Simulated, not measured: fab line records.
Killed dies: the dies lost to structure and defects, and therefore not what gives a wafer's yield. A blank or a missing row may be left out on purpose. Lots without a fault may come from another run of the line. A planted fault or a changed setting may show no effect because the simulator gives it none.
Matching of chambers || flow nand-harc || NHARC_P_CONTACT_CMP_01 on cmp-04 has 4 sister chambers
The step polishes SiO2, target thk 200 nm. 20 wafers are shown with their chamber, then 10 later ones without.

WAFERS PAIRED WITH THEIR CHAMBERS
{"wafer": "L075.2", "chamber": 1, "motor-current-A (A)": 12.9}
{"wafer": "L075.5", "chamber": 0, "motor-current-A (A)": 11.6}
{"wafer": "L075.6", "chamber": 1, "motor-current-A (A)": 13.2}
{"wafer": "L082.1", "chamber": 2, "motor-current-A (A)": 12.9}
{"wafer": "L082.2", "chamber": 1, "motor-current-A (A)": 13.1}
{"wafer": "L082.4", "chamber": 0, "motor-current-A (A)": 11.7}
{"wafer": "L084.2", "chamber": 2, "motor-current-A (A)": 12.8}
{"wafer": "L084.3", "chamber": 0, "motor-current-A (A)": 11.8}
{"wafer": "L084.6", "chamber": 3, "motor-current-A (A)": 14.2}
{"wafer": "L085.1", "chamber": 0, "motor-current-A (A)": 12.0}
{"wafer": "L085.3", "chamber": 1, "motor-current-A (A)": 12.7}
{"wafer": "L085.4", "chamber": 2, "motor-current-A (A)": 13.1}
{"wafer": "L087.1", "chamber": 2, "motor-current-A (A)": 12.9}
{"wafer": "L087.5", "chamber": 0, "motor-current-A (A)": 11.1}
{"wafer": "L087.6", "chamber": 1, "motor-current-A (A)": 13.3}
{"wafer": "L088.1", "chamber": 1, "motor-current-A (A)": 13.0}
{"wafer": "L088.5", "chamber": 1, "motor-current-A (A)": 13.3}
{"wafer": "L088.6", "chamber": 2, "motor-current-A (A)": 13.5}
{"wafer": "L093.1", "chamber": 0, "motor-current-A (A)": 11.6}
{"wafer": "L093.2", "chamber": 2, "motor-current-A (A)": 13.6}

SIGNATURES (averages over the wafers above)
{"reading": "motor-current-A", "chamber 0": 11.633, "chamber 1": 13.071, "chamber 2": 13.133, "chamber 3": 14.200, "scatter within a chamber": 0.287}
Rule: a wafer's distance from a chamber is the root of the sum, over the readings, of the square of ((its reading less the chamber's mean) divided by the reading's scatter). The wafer belongs to the nearest chamber; if the next one is less than 2 further off, it can't be placed. The scatter: the root of (the sum of the squares of (reading less its chamber's mean) over the shown wafers, divided by (wafers less chambers)).

WAFERS WITHOUT THEIR CHAMBER
{"wafer": "L093.4", "motor-current-A (A)": 13.0}
{"wafer": "L094.1", "motor-current-A (A)": 12.8}
{"wafer": "L094.2", "motor-current-A (A)": 13.2}
{"wafer": "L094.5", "motor-current-A (A)": 11.7}
{"wafer": "L095.3", "motor-current-A (A)": 13.2}
{"wafer": "L095.4", "motor-current-A (A)": 13.7}
{"wafer": "L095.6", "motor-current-A (A)": 13.2}
{"wafer": "L096.1", "motor-current-A (A)": 13.3}
{"wafer": "L096.2", "motor-current-A (A)": 13.0}
{"wafer": "L096.6", "motor-current-A (A)": 12.9}

WHICH CHAMBER EACH WENT THROUGH
{"wafer": "L093.4", "from the rows above": "can't be placed: 1 or 2", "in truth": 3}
{"wafer": "L094.1", "from the rows above": "can't be placed: 1 or 2", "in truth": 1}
{"wafer": "L094.2", "from the rows above": "can't be placed: 2 or 1", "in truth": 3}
{"wafer": "L094.5", "from the rows above": 0, "in truth": 0}
{"wafer": "L095.3", "from the rows above": "can't be placed: 2 or 1", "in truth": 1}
{"wafer": "L095.4", "from the rows above": "can't be placed: 3 or 2 or 1", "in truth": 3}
{"wafer": "L095.6", "from the rows above": "can't be placed: 2 or 1", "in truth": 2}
{"wafer": "L096.1", "from the rows above": "can't be placed: 2 or 1", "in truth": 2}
{"wafer": "L096.2", "from the rows above": "can't be placed: 1 or 2", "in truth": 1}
{"wafer": "L096.6", "from the rows above": "can't be placed: 1 or 2", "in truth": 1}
Correctly placed: 1 of 10. These rows do not allow placing 9 (true chamber among the candidates in 7). Wrongly placed: 0.
